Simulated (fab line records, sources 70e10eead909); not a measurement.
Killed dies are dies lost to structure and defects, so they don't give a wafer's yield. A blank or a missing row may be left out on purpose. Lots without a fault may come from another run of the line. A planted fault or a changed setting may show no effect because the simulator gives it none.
fab line records | flow nand_harc
record lots=5 wafers=15 last_day=34
route steps=1302 shown A_CHANNEL_HOLE_D2@604 A_CHANNEL_FILL_D2@610 END@1302
lots that met no fault: from a run of the same line without faults
start_h: hours from the record's first day to the start of the lot's first wafer shown | wait_h: hours since the lot's step before | " the same as in the row above | L1.1+2: a row that stands for several wafers | - no value, or no start given | * or withheld: withheld | < > ~ a bound
route shown NAME@n: a module of which the file shows steps, and the number in the route of the first | usual: mean/standard deviation of fault-free wafers | same: alike in all rows | chamber/n: place in a boat | sites: the reading at each site | _std_site: their standard deviation | _edge_site: outer sites' mean less inner sites' | radius_mm: how far each site lies from the wafer's centre | mask NAME#n: copy n | behind: the tool/chamber that last shaped the wafer | hold: why the lot was held/for how many hours/how that ended | device: the transistor (n, p or np) that didn't switch | end of line: the same wafers' tests at the end of the route | a step without rows: its recipe alone | killed: dies lost to structure and defects at the first sort, not the wafer's yield | map: a wafer's dies, x killed, . not, _ none there
set.NAME: the setting as run; set.NAME@STEP: as run at that earlier step | model.NAME: the simulator's own value behind a step, which no gauge read
lots at some steps of the route; a table a step, a row a wafer
services: from which hour (start_h, from the record's first day; less than 0 if before it) a tool's chamber was out of use, for how many hours, and why
## steps
# step NHARC_A_CHANNEL_HOLE_D2_STRIP_28
# recipe o2_flow_sccm=500 ar_flow_sccm=0 bias_w=0 chemistry=O2
# usual drypump_motor_current_A=5.7/0.43 oes_product_au=1.000/0.014 rf_vpp_V=57.5/0.95 showerhead_plenum_p_Torr=3.44/0.16 throttle_valve_pct=17.036/0.0089
# columns lot.wafer tool chamber start_h wait_h drypump_motor_current_A oes_product_au rf_hours_counter_h rf_vpp_V showerhead_plenum_p_Torr throttle_valve_pct
L226.4 rie_diel-07 0 - - 6.2 0.990 3.0 56.2 3.39 17.036
L226.3 " 2 " " 5.9 0.982 2.2 58.2 3.76 17.023
L226.5 " 3 " " 5.6 1.008 - 56.1 3.36 17.028
L229.2 rie_diel-07 0 - - 6.2 1.000 5.7 57.3 3.39 17.045
L229.1 " 1 " " 5.1 1.002 5.5 57.4 3.32 17.023
L229.4 " 2 " " 5.8 0.981 4.8 58.7 3.76 17.022
L231.2 rie_diel-07 3 403.84 0.1 5.6 0.993 5.6 57.7 3.36 17.036
L231.1 " 1 " " 5.1 1.016 6.1 58.9 3.32 17.026
L231.6 " 1 " " 5.1 1.003 - 57.0 3.32 17.046
L240.2 rie_diel-10 2 - - 5.9 0.999 5.7 58.0 3.40 17.035
L240.5 " 3 " " 5.7 0.978 - 56.9 3.64 17.028
L240.6 " 0 " " 5.8 1.011 - 56.4 3.29 17.038
L243.3 rie_diel-07 3 - - 5.6 0.999 3.4 56.7 3.36 17.022
L243.1 " 0 " " 6.2 0.994 2.9 56.2 3.39 17.034
L243.5 " 1 " " 5.0 0.998 - 55.6 3.32 17.025
# step NHARC_A_CHANNEL_HOLE_D2_PRECLEAN_29
# recipe time_s=* temp_c=50 bath_age_min=0 chemistry=SC1
# step NHARC_A_CHANNEL_HOLE_D2_SRD_30
# step NHARC_A_CHANNEL_HOLE_D2_CD_MEAS_31
# usual cd_nm=89.7/1.8
# columns lot.wafer tool chamber start_h wait_h cd_nm
L226.3 cd_sem-01 - 358.34 - 90.4
L226.4 " - " " 88.2
L226.5 " - " " 93.9
L229.1 cd_sem-01 - 388.78 - 89.1
L229.2 " - " " 90.5
L229.4 " - " " 89.7
L231.1 cd_sem-03 - 404.86 - 92.6
L231.2 " - " " 89.9
L231.6 " - " " 88.9
L240.2 cd_sem-03 - 494.38 - 90.6
L240.5 " - " " 90.4
L240.6 " - " " 89.4
L243.1 cd_sem-02 - 540.78 - 88.9
L243.3 " - " " 93.9
L243.5 " - " " 91.5
# step NHARC_A_CHANNEL_HOLE_D2_XSEM_32
# recipe landing_energy_ev=35000
# usual bot_cd_nm=74.5/1.9 bow_nm=8.6/0.31 tilt_deg=0.08/0.039
# columns lot.wafer tool chamber start_h wait_h bot_cd_nm bow_nm tilt_deg
L226.3 xsem-01 0 358.43 0.1 74.9 8.8 0.10
L226.4 " 0 " " 72.4 8.9 0.10
L226.5 " 0 " " 78.9 8.8 0.10
L229.1 xsem-01 0 388.87 0.1 74.2 8.6 0.12
L229.2 " 0 " " 75.5 8.6 0.12
L229.4 " 0 " " 74.9 8.6 0.12
L231.1 xsem-01 0 404.94 0.1 77.1 8.5 0.09
L231.2 " 0 " " 75.2 8.6 0.08
L231.6 " 0 " " 73.9 8.6 0.09
L240.2 xsem-02 0 494.47 0.1 75.4 8.2 0.10
L240.5 " 0 " " 75.5 8.2 0.10
L240.6 " 0 " " 74.4 8.3 0.10
L243.1 xsem-02 0 540.87 0.1 74.2 8.3 0.08
L243.3 " 0 " " 78.3 8.4 0.08
L243.5 " 0 " " 77.0 8.3 0.08
# step NHARC_A_CHANNEL_HOLE_D2_INSPECT_40
# usual raw_defect_count=308/87
# columns lot.wafer tool chamber start_h wait_h raw_defect_count
L226.3 defect_inspect-01 - 358.52 - 451
L226.4 " - " " 303
L226.5 " - " " 306
L229.1 defect_inspect-02 - 388.97 - 315
L229.2 " - " " 367
L229.4 " - " " 301
L231.1 defect_inspect-02 - 405.04 - 202
L231.2 " - " " 312
L231.6 " - " " 253
L240.2 defect_inspect-01 - 494.56 - 333
L240.5 " - " " 324
L240.6 " - " " 288
L243.1 defect_inspect-02 - 540.97 - 263
L243.3 " - " " 448
L243.5 " - " " 497
# step NHARC_A_CHANNEL_FILL_D2_PRECLEAN_00
# recipe time_s=* temp_c=50 bath_age_min=0 chemistry=SC1
# step NHARC_A_CHANNEL_FILL_D2_SRD_01
# step NHARC_A_CHANNEL_FILL_D2_ALD_02
# recipe target_thk_a=60 pulse_time_s=10 ald_cycles=60 temp_c=300 material=SiO2
# usual ald_cycles=60/0 heater_power_w=473/78 precursor_pulse_height_rel=0.998/0.021
# columns lot.wafer tool chamber start_h wait_h ald_cycles heater_power_w precursor_pulse_height_rel
L226.4 ald_hk-01 3 358.72 - 60 552 0.982
L226.3 " 1 " " 60 582 1.018
L226.5 " 3 " " 60 564 1.009
L229.2 ald_hk-04 2 389.16 - 60 398 0.972
L229.1 " 3 " " 60 502 1.007
L229.4 " 1 " " 60 441 1.019
L231.2 ald_hk-01 1 405.24 - 60 578 0.998
L231.1 " 2 " " 60 382 1.020
L231.6 " 2 " " 60 390 0.971
L240.2 ald_hk-02 3 495.52 - 60 484 0.985
L240.5 " 2 " " 60 620 1.041
L240.6 " 3 " " 60 492 1.007
L243.1 ald_hk-01 1 541.16 - 60 593 1.002
L243.3 " 0 " " 60 369 0.996
L243.5 " 1 " " 60 578 0.984
# step NHARC_A_CHANNEL_FILL_D2_ALD_03
# recipe target_thk_a=60 pulse_time_s=60 ald_cycles=58 temp_c=630 pressure_torr=2 material=SiNx
# usual ald_cycles=58/0 precursor_pulse_height_rel=1.000/0.019
# columns lot.wafer tool chamber start_h wait_h ald_cycles precursor_pulse_height_rel
L226.3 ald_sin_batch-03 0 - - 58 0.989
L226.4 " 0 " " 58 1.008
L226.5 " 0 " " 58 1.003
L229.1 ald_sin_batch-03 0 - - 58 1.004
L229.2 " 0 " " 58 1.020
L229.4 " 0 " " 58 0.992
L231.1 ald_sin_batch-01 0 - - 58 0.968
L231.2 " 0 " " 58 0.992
L231.6 " 0 " " 58 1.014
L240.2 ald_sin_batch-02 0 - - 58 0.998
L240.5 " 0 " " 58 0.966
L240.6 " 0 " " 58 0.987
L243.1 ald_sin_batch-01 0 - - 58 1.011
L243.3 " 0 " " 58 0.993
L243.5 " 0 " " 58 0.997
# step NHARC_A_CHANNEL_FILL_D2_ALD_14
# recipe target_thk_a=25 pulse_time_s=10 ald_cycles=25 temp_c=300 material=SiO2
# step NHARC_A_CHANNEL_FILL_D2_ALD_15
# recipe target_thk_a=20 pulse_time_s=60 ald_cycles=19 temp_c=630 pressure_torr=2 material=SiNx
# usual ald_cycles=19/0 precursor_pulse_height_rel=1.001/0.019
# columns lot.wafer tool chamber start_h wait_h ald_cycles precursor_pulse_height_rel
L226.3 ald_sin_batch-02 0 - - 19 1.008
L226.4 " 0 " " 19 1.002
L226.5 " 0 " " 19 0.984
L229.1 ald_sin_batch-02 0 - - 19 1.008
L229.2 " 0 " " 19 1.043
L229.4 " 0 " " 19 0.999
L231.1 ald_sin_batch-01 0 - - 19 1.004
L231.2 " 0 " " 19 1.008
L231.6 " 0 " " 19 1.012
L240.2 ald_sin_batch-01 0 507.07 3.2 19 1.001
L240.5 " 0 " " 19 1.016
L240.6 " 0 " " 19 1.023
L243.1 ald_sin_batch-01 0 - - 19 1.035
L243.3 " 0 " " 19 1.009
L243.5 " 0 " " 19 1.021
# step NHARC_A_CHANNEL_FILL_D2_ALD_16
# recipe target_thk_a=15 pulse_time_s=10 ald_cycles=15 temp_c=300 material=SiO2
# usual ald_cycles=15/0 heater_power_w=473/79 precursor_pulse_height_rel=0.998/0.02
# columns lot.wafer tool chamber start_h wait_h ald_cycles heater_power_w precursor_pulse_height_rel
L226.3 ald_hk-02 0 368.65 0.0 15 420 0.995
L226.4 " 3 " " 15 487 0.999
L226.5 " 0 " " 15 417 0.967
L229.1 ald_hk-01 1 401.78 0.0 15 578 1.016
L229.2 " 3 " " 15 556 1.011
L229.4 " 0 " " 15 373 0.986
L231.1 ald_hk-02 1 415.22 0.0 15 434 0.978
L231.2 " 2 " " 13 611 0.978
L231.6 " 1 " " 13 432 0.983
L240.2 ald_hk-01 0 509.14 0.0 15 374 0.982
L240.5 " 0 " " 15 374 1.016
L240.6 " 1 " " 15 579 1.008
L243.3 ald_hk-04 0 555.28 0.0 15 468 0.981
L243.1 " 2 " " 15 387 0.986
L243.5 " 1 " " 15 425 1.001
# step NHARC_A_CHANNEL_FILL_D2_ANNEAL_17
# recipe temp_c=850 time_s=1800
# step NHARC_END_SORT_01
# recipe temp_c=25
# usual killed_at_array=59/16 killed_at_other=0.7/1.1 killed_at_periphery=4/3 killed_dies=64/16 killed_open=3.4/1.8 killed_short=2.6/1.7
# same gross_dies=677
# columns lot.wafer tool chamber start_h wait_h killed_at_array killed_at_other killed_at_periphery killed_dies killed_open killed_short
L226.3 prober-02 0 625.31 3.1 48 1 1 50 1 2
L226.4 prober-02 0 626.11 3.4 66 3 8 77 3 3
L226.5 prober-02 0 626.91 3.7 57 3 4 64 4 1
L229.1 prober-01 0 652.36 2.5 55 0 3 58 3 2
L229.2 prober-01 0 653.15 2.8 59 0 5 64 2 7
L229.4 prober-01 0 654.73 3.4 49 0 0 49 2 0
L231.1 prober-01 0 665.49 2.5 42 1 5 48 4 2
L231.2 prober-01 0 666.30 2.8 51 0 1 52 1 3
L231.6 prober-01 0 669.50 4.0 53 1 1 55 7 2
L240.2 prober-02 0 747.27 2.8 77 1 3 81 1 1
L240.5 prober-02 0 749.64 3.7 75 1 6 82 5 0
L240.6 prober-02 0 750.43 3.9 86 1 2 89 4 4
# killed by level:class
L226.3 A_CHANNEL_HOLE_D1:chamber_film_flake=28 A_CHANNEL_HOLE_D2:chamber_film_flake=7 A_STAIRCASE:chamber_film_flake=5 A_SGD_CUT:chamber_film_flake=4 A_CONTACT:chamber_film_flake=2 P_M0:geometric_particle:open=1 A_CHANNEL_HOLE_D1:geometric_particle:short=1 A_CHANNEL_FILL_D1:geometric_particle:short=1
L226.4 A_CHANNEL_HOLE_D1:chamber_film_flake=29 A_CHANNEL_HOLE_D2:chamber_film_flake=10 A_CONTACT:chamber_film_flake=9 A_SGD_CUT:chamber_film_flake=6 A_STAIRCASE:chamber_film_flake=4 P_ZERO_WELL:chamber_film_flake=3 A_DECK1_JOINT:chamber_film_flake=3 P_GATE:chamber_film_flake=2
L226.5 A_CHANNEL_HOLE_D1:chamber_film_flake=31 A_CHANNEL_HOLE_D2:chamber_film_flake=7 A_STAIRCASE:chamber_film_flake=3 A_SGD_CUT:chamber_film_flake=3 A_CONTACT:chamber_film_flake=3 P_ZERO_WELL:chamber_film_flake=2 P_BONDPAD:chamber_film_flake=2 A_SLIT:chamber_film_flake=2
L229.1 A_CHANNEL_HOLE_D1:chamber_film_flake=30 A_CHANNEL_HOLE_D2:chamber_film_flake=13 A_CONTACT:chamber_film_flake=3 A_STAIRCASE:chamber_film_flake=2 P_GATE:geometric_particle:short=1 P_CONTACT:geometric_particle:open=1 A_ONON_D2:geometric_particle:open=1 A_SGD_CUT:geometric_particle:short=1
L229.2 A_CHANNEL_HOLE_D1:chamber_film_flake=29 A_CHANNEL_HOLE_D2:chamber_film_flake=10 A_STAIRCASE:chamber_film_flake=4 A_CHANNEL_HOLE_D2:geometric_particle:short=3 A_CONTACT:chamber_film_flake=3 A_ZERO_WELL:chamber_film_flake=2 P_GATE:geometric_particle:short=1 P_M0:geometric_particle:open=1
L229.4 A_CHANNEL_HOLE_D1:chamber_film_flake=30 A_CHANNEL_HOLE_D2:chamber_film_flake=8 A_CONTACT:chamber_film_flake=5 A_CHANNEL_FILL_D1:geometric_particle:open=2 A_DECK1_JOINT:chamber_film_flake=1 A_CHANNEL_FILL_D2:chamber_film_flake=1 A_STAIRCASE:chamber_film_flake=1 A_M1:chamber_film_flake=1
L231.1 A_SLIT:chamber_film_flake=15 A_CHANNEL_HOLE_D1:chamber_film_flake=8 A_CHANNEL_HOLE_D2:chamber_film_flake=7 A_STAIRCASE:chamber_film_flake=4 A_M0:geometric_particle:open=2 P_GATE:chamber_film_flake=2 P_M0:geometric_particle:open=1 A_CHANNEL_HOLE_D1:geometric_particle:open=1
L231.2 A_SLIT:chamber_film_flake=29 A_CHANNEL_HOLE_D2:chamber_film_flake=9 A_CHANNEL_HOLE_D1:chamber_film_flake=5 A_STAIRCASE:chamber_film_flake=3 P_M1:geometric_particle:open=1 A_CHANNEL_FILL_D1:geometric_particle:short=1 A_SGD_CUT:geometric_particle:short=1 A_M0:geometric_particle:short=1
L231.6 A_SLIT:chamber_film_flake=24 A_CHANNEL_HOLE_D2:chamber_film_flake=12 A_CHANNEL_HOLE_D1:chamber_film_flake=6 A_ONON_D2:geometric_particle:open=2 A_STAIRCASE:chamber_film_flake=2 A_ONON_D1:geometric_particle:short=1 A_CHANNEL_HOLE_D1:geometric_particle:open=1 A_CHANNEL_HOLE_D2:geometric_particle:open=1
L240.2 A_CHANNEL_HOLE_D2:chamber_film_flake=32 A_CHANNEL_HOLE_D1:chamber_film_flake=31 A_SLIT:chamber_film_flake=4 A_WL_FILL:chamber_film_flake=4 A_CONTACT:chamber_film_flake=3 P_M1:chamber_film_flake=2 A_ONON_D2:geometric_particle:short=1 A_CHANNEL_FILL_D2:geometric_particle:open=1
L240.5 A_CHANNEL_HOLE_D1:chamber_film_flake=31 A_CHANNEL_HOLE_D2:chamber_film_flake=27 A_SLIT:chamber_film_flake=9 A_CONTACT:chamber_film_flake=3 P_M1:chamber_film_flake=2 A_CHANNEL_FILL_D1:chamber_film_flake=2 P_STI:geometric_particle:open=1 P_GATE:geometric_particle:open=1
L240.6 A_CHANNEL_HOLE_D2:chamber_film_flake=29 A_CHANNEL_HOLE_D1:chamber_film_flake=27 A_SLIT:chamber_film_flake=11 A_CONTACT:chamber_film_flake=8 A_DECK1_JOINT:geometric_particle:short=2 A_STAIRCASE:chamber_film_flake=2 P_M0:geometric_particle:open=1 A_ONON_D1:geometric_particle:short=1
## services
# columns tool chamber start_h hours kind
ald_sin_batch-02 - 334.27 1.5 repair
rie_diel-07 - 337.48 1.4 repair
rie_diel-10 1 345.11 28.0 repair
ald_hk-04 - 351.85 1.2 repair
ald_hk-02 - 352.44 10.0 pm
rie_diel-10 0 364.32 1.5 repair
xsem-01 - 374.00 14.0 pm
rie_diel-07 2 400.84 7.9 repair
rie_diel-07 3 401.84 1.5 repair
rie_diel-07 0 402.21 5.4 repair
rie_diel-10 1 415.29 4.8 repair
ald_hk-04 - 418.72 2.9 repair
rie_diel-10 - 419.50 9.0 pm
rie_diel-07 0 427.79 5.0 repair
xsem-01 - 428.15 0.2 repair
rie_diel-10 2 431.31 2.0 repair
ald_hk-04 - 432.80 10.0 pm
ald_sin_batch-01 - 442.53 9.0 repair
rie_diel-07 - 471.20 9.0 pm
ald_hk-01 - 475.98 10.0 pm
ald_hk-01 0 475.98 10.0 vent_cycle
ald_hk-01 1 475.98 10.0 vent_cycle
ald_hk-01 2 475.98 10.0 vent_cycle
ald_sin_batch-01 - 509.09 26.0 pm
## key
first_sign step=NHARC_A_CHANNEL_FILL_D2_ALD_16 reading=ald_cycles direction=down sigmas=99+ usual=15 struck=13
effect none on later readings
met_at NHARC_A_CHANNEL_FILL_D2_ALD_16
struck_wafers L231.2,L231.6
tester_left_out L231
fault kind=process_parameter_drift tool=ald_hk-02 chamber=- onset_h=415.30 steps=NHARC_A_CHANNEL_FILL_D2_ALD_16 channel=ald_cycles offset=-2 shape=step end_h=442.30 scope=struck_wafers_only acts_in=these_recipes_only stated=15
# tester_left_out: of these lots the tester's yield and bins aren't shown, on N5 and GAA mostly nor the transistor test; their killed dies are dies lost to structure and defects alone, not to doping, threshold or leakage, so they don't give the yield
